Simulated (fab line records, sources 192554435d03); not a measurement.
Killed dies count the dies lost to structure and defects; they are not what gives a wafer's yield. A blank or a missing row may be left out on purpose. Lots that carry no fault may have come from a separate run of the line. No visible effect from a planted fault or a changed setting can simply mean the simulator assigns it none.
Matching of chambers || flow n5Finfet || 4 sister chambers for N5_BEOL_M10_ETCH_61 on rieDiel-04
The step etches SiARC in CF4, target depth 39 nm, time 65 s. 4 wafers are shown with their chamber, then 10 later ones without.

== WAFERS, EACH WITH ITS CHAMBER ==
{"wafer": "L085.4", "chamber": 3, "showerheadPlenumPTorr (Torr)": 2.25}
{"wafer": "L086.5", "chamber": 2, "showerheadPlenumPTorr (Torr)": 2.14}
{"wafer": "L089.1", "chamber": 0, "showerheadPlenumPTorr (Torr)": 2.09}
{"wafer": "L089.2", "chamber": 1, "showerheadPlenumPTorr (Torr)": 2.20}

== WAFERS WHOSE CHAMBER IS MISSING ==
{"wafer": "L089.4", "showerheadPlenumPTorr (Torr)": 2.14}
{"wafer": "L092.2", "showerheadPlenumPTorr (Torr)": 2.24}
{"wafer": "L092.4", "showerheadPlenumPTorr (Torr)": 2.14}
{"wafer": "L092.6", "showerheadPlenumPTorr (Torr)": 2.09}
{"wafer": "L096.1", "showerheadPlenumPTorr (Torr)": 2.20}
{"wafer": "L096.2", "showerheadPlenumPTorr (Torr)": 2.14}
{"wafer": "L096.5", "showerheadPlenumPTorr (Torr)": 2.20}
{"wafer": "L097.2", "showerheadPlenumPTorr (Torr)": 2.09}
{"wafer": "L097.3", "showerheadPlenumPTorr (Torr)": 2.14}
{"wafer": "L097.4", "showerheadPlenumPTorr (Torr)": 2.20}

== CHAMBER TAKEN BY EACH ==
{"wafer": "L089.4", "from the rows above": 2, "in truth": 2}
{"wafer": "L092.2", "from the rows above": 3, "in truth": 3}
{"wafer": "L092.4", "from the rows above": 2, "in truth": 2}
{"wafer": "L092.6", "from the rows above": 0, "in truth": 0}
{"wafer": "L096.1", "from the rows above": 1, "in truth": 1}
{"wafer": "L096.2", "from the rows above": 2, "in truth": 2}
{"wafer": "L096.5", "from the rows above": 1, "in truth": 1}
{"wafer": "L097.2", "from the rows above": 0, "in truth": 0}
{"wafer": "L097.3", "from the rows above": 2, "in truth": 2}
{"wafer": "L097.4", "from the rows above": 1, "in truth": 1}
Correctly placed: 10 of 10. Number that these rows cannot place: 0. 0 placed wrongly.
How it was worked out, from the rows above alone: a wafer's distance from a chamber is the root of the sum, over the readings, of the square of ((its reading less the chamber's mean) divided by the reading's scatter). If the next closest chamber is less than 2 further off than the closest, the wafer can't be placed; otherwise it belongs to the closest. Each chamber's mean is taken over the wafers shown for it. The scatter: root of mean squared gap, hidden wafer to nearest shown wafer, with one shown wafer a chamber.
